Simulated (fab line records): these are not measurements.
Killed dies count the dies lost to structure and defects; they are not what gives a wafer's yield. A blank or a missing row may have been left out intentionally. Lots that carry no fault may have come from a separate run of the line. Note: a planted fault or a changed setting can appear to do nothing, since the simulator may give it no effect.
Chamber matching -- flow n5 finfet -- rie diel-03 running N5_FIN_CUT_STRIP_24: 4 sister chambers
The step strips in CF4. 18 wafers are shown with their chamber, then 9 later ones without.

WAFERS PAIRED WITH THEIR CHAMBERS
wafer,chamber,drypump motor current A (A),showerhead plenum p Torr (Torr),oes product au (a.u.)
L077.1,2,6.1,1.74,0.75
L077.2,3,6.2,1.75,0.83
L077.5,1,4.7,1.84,0.68
L078.2,0,6.1,1.72,0.78
L078.4,1,4.7,1.84,0.68
L078.6,3,6.2,1.75,0.83
L081.2,2,6.2,1.73,0.75
L081.3,0,6.1,1.72,0.77
L081.4,3,6.2,1.74,0.82
L083.1,2,6.2,1.73,0.74
L083.2,1,4.7,1.84,0.68
L083.3,3,6.2,1.74,0.81
L084.2,1,4.7,1.84,0.67
L084.4,2,6.2,1.73,0.75
L084.5,2,6.2,1.73,0.75
L085.1,0,6.1,1.72,0.77
L085.3,1,4.7,1.84,0.67
L085.5,2,6.2,1.73,0.75

SIGNATURES, as means of the wafers listed above
reading,chamber 0,chamber 1,chamber 2,chamber 3,scatter within a chamber
drypump motor current A,6.100,4.700,6.183,6.200,0.0244
showerhead plenum p Torr,1.7200,1.8400,1.7317,1.7450,0.00362
oes product au,0.7733,0.6760,0.7483,0.8225,0.00624
Rule: a wafer lies at a distance from a chamber equal to the root of the sum of squares, over the readings, of (its reading less the chamber's mean, divided by the reading's scatter). If the next closest chamber is less than 2 further off than the closest, the wafer can't be placed; otherwise it belongs to the closest. The scatter: take each reading less its chamber's mean, square it, sum over the shown wafers, divide by the number of wafers less the number of chambers, and take the root.

WAFERS WHOSE CHAMBER IS MISSING
wafer,drypump motor current A (A),showerhead plenum p Torr (Torr),oes product au (a.u.)
L087.1,6.1,1.72,0.76
L087.3,6.2,1.73,0.74
L087.6,6.1,1.72,0.77
L092.1,6.1,1.71,0.76
L092.2,6.2,1.74,0.81
L092.4,6.2,1.73,0.74
L094.1,6.2,1.73,0.73
L094.5,6.2,1.73,0.73
L094.6,4.7,1.83,0.66

EACH ONE'S CHAMBER
wafer,from the rows above,in truth
L087.1,0,0
L087.3,2,2
L087.6,0,0
L092.1,0,0
L092.2,3,3
L092.4,2,2
L094.1,2,2
L094.5,2,2
L094.6,1,1
Placed correctly: 9 of 9. Number that these rows cannot place: 0. 0 placed wrongly.
